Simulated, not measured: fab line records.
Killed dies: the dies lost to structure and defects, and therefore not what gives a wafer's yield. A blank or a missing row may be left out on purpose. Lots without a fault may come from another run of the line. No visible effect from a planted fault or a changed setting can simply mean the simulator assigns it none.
8D (eight disciplines) problem report, filled in by code :: flow n5 finfet :: the parts of the form that need people (team, actions taken, sign-off) are left out

## 1. THE PROBLEM
Mean of plate temp C at N5_SD_EPI_P_COAT_34: 241.68 C across 9 wafers in 3 lots; on wafers with no fault it is 249.98 C (standard deviation 0.16). That puts it -52 standard deviations away from the usual mean.
The step: time 60 s, resist thk 350 nm.
First observed at day 6 15:33: wafer L612.1, on litho track-05. Wafers with a number at this step in the record: 35, from 12 lots. Rule for "out" (also "out of limits"): further than 4 standard deviations from the usual mean. The rest of the wafers with a number are treated as sound.

## 2. WHAT IT IS AND WHAT IT IS NOT
question: which readings at this step
is: plate temp C, heater power total W
is not: dispense pressure kPa

question: which lots
is: L612, L614, L616
is not: L599, L601, L602, L609, L610, L611, L613, L617, L622

question: which wafers of those lots
is: all that have a number
is not: -

question: read on which tools
is: litho track-05
is not: litho track-03, litho track-04

question: when
is: from day 6 15:33
is not: up to then (17 sound wafers); but 9 sound wafers of L613, L617, L622 came after

## 3. SUSPECTS, AND WHAT RULES EACH OUT
Counting: a tool at a process step up to the reading stays a suspect if it ran every lot that is out and no sound lot after the first of them.
- litho track-05 at N5_SD_EPI_P_COAT_34 (time 60 s, resist thk 350 nm): kept. It processed each lot that is out, first L612 at day 6 15:33, and no sound lot thereafter; up to then, the last sound lot it processed was L611 at day 6 08:23. Its own heater power total W, plate temp C readings are out on those wafers.
Left after counting: litho track-05 at N5_SD_EPI_P_COAT_34.

## 4. THE CAUSE (what the simulator had put in)
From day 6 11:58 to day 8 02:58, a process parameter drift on litho track-05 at N5_SD_EPI_P_COAT_34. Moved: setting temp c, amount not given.
The count eliminated every tool but this one.

## 5. SEQUENCE OF EFFECTS, ordered by route
Each row: a reading where the mean over the struck wafers with a number is more than 3 standard deviations away from the usual. Only readings for which the record gives a usual standard deviation are gone through. hours: the time from each lot's start at the first step in this table that gives one to its start at this step, as a median over the lots. sigmas: the change in usual standard deviations.
hours: 0
step: N5_SD_EPI_P_COAT_34
reading: heater power total W
usual: 500.5 W
on struck wafers: 479.3
change: -21.2
sigmas: -12

hours: 0
step: N5_SD_EPI_P_COAT_34
reading: plate temp C
usual: 249.98 C
on struck wafers: 241.68
change: -8.30
sigmas: -52
Its process steps:
- N5_SD_EPI_P_COAT_34: time 60 s, resist thk 350 nm.
At these later measuring or inspecting steps, every struck wafer for which the step has a row has a number for every such reading, and none has moved that far: N5_SD_EPI_P_CD_MEAS_09.

## 6. WHAT WOULD HAVE CAUGHT IT SOONER
In this record no reading fell out of limits until day 6 15:33, 4 hours after the fault had begun at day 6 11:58.
